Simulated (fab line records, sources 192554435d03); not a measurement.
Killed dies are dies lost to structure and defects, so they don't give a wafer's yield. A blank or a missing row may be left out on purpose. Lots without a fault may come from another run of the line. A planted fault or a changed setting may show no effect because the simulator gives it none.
Split-lot experiment | flow n5_finfet | 7 lots, 21 wafers read, on a route of 1938 steps

THE SPLIT
At N5_BEOL_M0_SAQP_HM_DEP_111 (deposits SiO2 from SiH4/N2O, target thk 12 nm, time 7.2 s), the setting time_s was moved away from the recipe's 7.2 s on 9 of the 21 wafers read, by -14.6% to +13.6%. The other wafers ran this setting at the recipe's value.

FROM THE SPLIT TO THE READING: what the file shows between them, 4 steps
- N5_BEOL_M0_SAQP_COAT_81: time 60 s, resist thk 100 nm
- N5_BEOL_M0_SAQP_COAT_82: time 60 s, resist thk 30 nm
- N5_BEOL_M0_SAQP_ETCH_84: etches SOC in N2/H2, target depth 100 nm, overetch 20 nm, time 150 s
- N5_BEOL_M0_SAQP_STRIP_80: strips in N2/H2

THE READING
etch.depth_nm (the simulator's own value, which no gauge read), in nm, at N5_BEOL_M0_SAQP_HM_OPEN_112 (chemistry CHF3/O2, target SiO2, stops on a-Si, target depth 12 nm, time 13.5 s). The file gives no usual value for it. The 12 wafers here that ran the recipe average 12.06 nm, standard deviation 0.19 nm.

wafer  | tool, chamber at the split | time_s as run, s | against the recipe | etch.depth_nm, nm | against lot-mates on the recipe
L075.1 | pecvd-03, 1,2              | 7.2              | recipe             | 11.81             | -
L075.3 | pecvd-03, 1,2              | 7.2              | recipe             | 11.89             | -
L075.4 | pecvd-03, 1                | 7.758            | +7.7%              | 12.89             | +1.04
L077.1 | pecvd-01, 0                | 6.148            | -14.6%             | 10.25             | -1.86
L077.2 | pecvd-01, 2                | 7.2              | recipe             | 11.93             | -
L077.6 | pecvd-01, 1                | 7.2              | recipe             | 12.29             | -
L083.3 | pecvd-03, 1                | 8.134            | +13.0%             | 13.54             | +1.38
L083.4 | pecvd-03, 0,1              | 7.2              | recipe             | 12.18             | -
L083.6 | pecvd-03, 0,1              | 7.2              | recipe             | 12.13             | -
L090.1 | pecvd-02, 2                | 6.563            | -8.8%              | 10.61             | -1.26
L090.4 | pecvd-02, 1                | 6.563            | -8.8%              | 10.96             | -0.91
L090.5 | pecvd-02, 0                | 7.2              | recipe             | 11.87             | -
L091.1 | pecvd-03, 0                | 7.2              | recipe             | 11.87             | -
L091.4 | pecvd-03, 2,0              | 8.18             | +13.6%             | 13.56             | +1.69
L091.5 | pecvd-03, 2,0              | 8.18             | +13.6%             | 13.68             | +1.81
L094.3 | pecvd-01, 0                | 7.2              | recipe             | 12.09             | -
L094.5 | pecvd-01, 2                | 7.2              | recipe             | 12.45             | -
L094.6 | pecvd-01, 0                | 7.2              | recipe             | 12.14             | -
L095.2 | pecvd-02, 0                | 6.523            | -9.4%              | 10.77             | -1.27
L095.4 | pecvd-02, 0                | 7.2              | recipe             | 12.04             | -
L095.6 | pecvd-02, 1                | 6.523            | -9.4%              | 10.99             | -1.05
Where a row lists several chambers, the file gives one row for several wafers and doesn't say which wafer went through which chamber.

THE FIT
A straight line over all 21 wafers: etch.depth_nm changes by +0.121 nm for each +1% of time_s; r = +0.98; the points scatter about the line by 0.18 nm.
The same after taking each lot's own level away (the mean of its wafers on the recipe; 21 wafers): +0.124 nm for each +1%; r = +0.99; scatter 0.13 nm.
On that fit, the largest move of time_s shifts the reading by 1.8 nm.
The lots' own levels span 11.850 to 12.227 nm, that is 2.0 times the standard deviation above.
So the lot-to-lot level changes the slope little: the two slopes agree.
Check: with one of the wafers moved furthest among these (-14.6%) left out of the fit, the line predicts -1.8 nm for it against its lot-mates. It came out at -1.86 nm against them.

THE WHOLE CHAIN: every reading that the file lists as answering this split, in the file's order
step                        | what it does                                                                   | reading                                                                                 | change (the file's fit)               | r (the file's)
N5_BEOL_M0_SAQP_HM_DEP_111  | deposits SiO2 from SiH4/N2O, target thk 12 nm, time 7.2 s                      | SiO2_of_BEOL_M0_SAQP_HM_DEP_111.thk_nm (the simulator's own value, which no gauge read) | +0.123 nm for each +1% of the setting | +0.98
N5_BEOL_M0_SAQP_HM_OPEN_112 | chemistry CHF3/O2, target SiO2, stops on a-Si, target depth 12 nm, time 13.5 s | etch.depth_nm (the simulator's own value, which no gauge read)                          | +0.123 nm for each +1% of the setting | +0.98

THE FILE'S OWN FIT
etch.depth_nm changes by +0.123 nm for each +1% of time_s, r = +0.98.
